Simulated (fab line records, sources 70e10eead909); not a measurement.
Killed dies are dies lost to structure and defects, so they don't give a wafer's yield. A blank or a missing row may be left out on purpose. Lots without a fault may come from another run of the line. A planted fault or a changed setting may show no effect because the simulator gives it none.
Chamber matching	flow nand harc	pecvd-02 running NHARC_A_STAIRCASE_DEP_156: 3 sister chambers
The step deposits SiNx, target thk 50 nm. 22 wafers are shown with their chamber, then 11 later ones without.

== WAFERS PAIRED WITH THEIR CHAMBERS ==
wafer	chamber	heater power w (W)
L075.1	2	947
L075.2	1	888
L075.5	0	866
L076.2	1	804
L076.5	1	815
L076.6	0	891
L078.1	0	848
L078.5	2	975
L078.6	1	804
L085.2	0	812
L085.3	2	940
L085.6	2	922
L086.1	0	756
L086.2	1	841
L086.5	2	974
L091.2	1	765
L091.4	2	871
L091.6	0	840
L092.1	0	707
L092.2	1	846
L092.4	2	881
L094.1	2	896

SIGNATURES (means of the wafers above)
reading	chamber 0	chamber 1	chamber 2	scatter within a chamber
heater power w	817.14	823.29	925.75	49.1
Rule: distance of a wafer from a chamber = root of the sum over the readings of ((wafer's reading minus chamber's mean) / reading's scatter) squared. If the next closest chamber is less than 2 further off than the closest, the wafer can't be placed; otherwise it belongs to the closest. The scatter is the square root of a quotient: the sum, over the shown wafers, of each reading's squared deviation from its chamber's mean, divided by wafers minus chambers.

== WAFERS MISSING THEIR CHAMBER ==
wafer	heater power w (W)
L094.4	797
L094.5	896
L095.2	846
L095.5	826
L095.6	839
L093.1	948
L093.4	786
L093.6	946
L096.1	865
L096.3	968
L096.4	965

== WHICH CHAMBER EACH ONE RAN IN ==
wafer	from the rows above	in truth
L094.4	can't be placed: 0 or 1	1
L094.5	can't be placed: 2 or 1 or 0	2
L095.2	can't be placed: 1 or 0 or 2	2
L095.5	can't be placed: 1 or 0 or 2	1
L095.6	can't be placed: 1 or 0 or 2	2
L093.1	2	2
L093.4	can't be placed: 0 or 1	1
L093.6	2	2
L096.1	can't be placed: 1 or 0 or 2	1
L096.3	2	2
L096.4	2	2
Placed correctly: 4 of 11. Can't be placed from these rows: 7 (the true chamber is among the candidates in 7). 0 placed wrongly.
